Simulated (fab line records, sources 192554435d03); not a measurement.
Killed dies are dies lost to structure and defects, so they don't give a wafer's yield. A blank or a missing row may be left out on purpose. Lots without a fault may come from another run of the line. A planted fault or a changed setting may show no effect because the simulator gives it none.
Chamber matching | flow n5_finfet | N5_BEOL_M3_DESCUM_33 on rie_diel-06: 4 sister chambers
The step chemistry O2, time 7 s. 4 wafers are shown with their chamber, then 12 later ones without.

WAFERS WITH THEIR CHAMBER
wafer  | chamber | drypump_motor_current_A (A)
L090.5 | 2       | 5.7
L091.6 | 0       | 5.5
L092.3 | 1       | 5.3
L092.6 | 3       | 6.8

WAFERS WITHOUT THEIR CHAMBER
wafer  | drypump_motor_current_A (A)
L094.1 | 5.3
L094.2 | 6.8
L094.3 | 5.7
L095.1 | 5.4
L095.2 | 5.5
L095.3 | 6.8
L095.4 | 5.7
L095.5 | 6.8
L095.6 | 5.5
L096.1 | 5.7
L096.3 | 5.3
L096.5 | 5.7

WHICH CHAMBER EACH WENT THROUGH
wafer  | from the rows above     | in truth
L094.1 | 1                       | 1
L094.2 | 3                       | 3
L094.3 | 2                       | 2
L095.1 | can't be placed: 0 or 1 | 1
L095.2 | 0                       | 0
L095.3 | 3                       | 3
L095.4 | 2                       | 2
L095.5 | 3                       | 3
L095.6 | 0                       | 0
L096.1 | 2                       | 2
L096.3 | 1                       | 1
L096.5 | 2                       | 2
Placed correctly: 11 of 12. Can't be placed from these rows: 1 (the true chamber is among the candidates in 1). Placed wrongly: 0.
How it was worked out, from the rows above alone: a wafer's distance from a chamber is the root of the sum, over the readings, of the square of ((its reading less the chamber's mean) divided by the reading's scatter). The wafer belongs to the nearest chamber; if the next one is less than 2 further off, it can't be placed. A chamber's mean is the mean of its shown wafers. The scatter: with one shown wafer a chamber, the root of the mean of the squares of how far each hidden wafer lies from its nearest shown one.
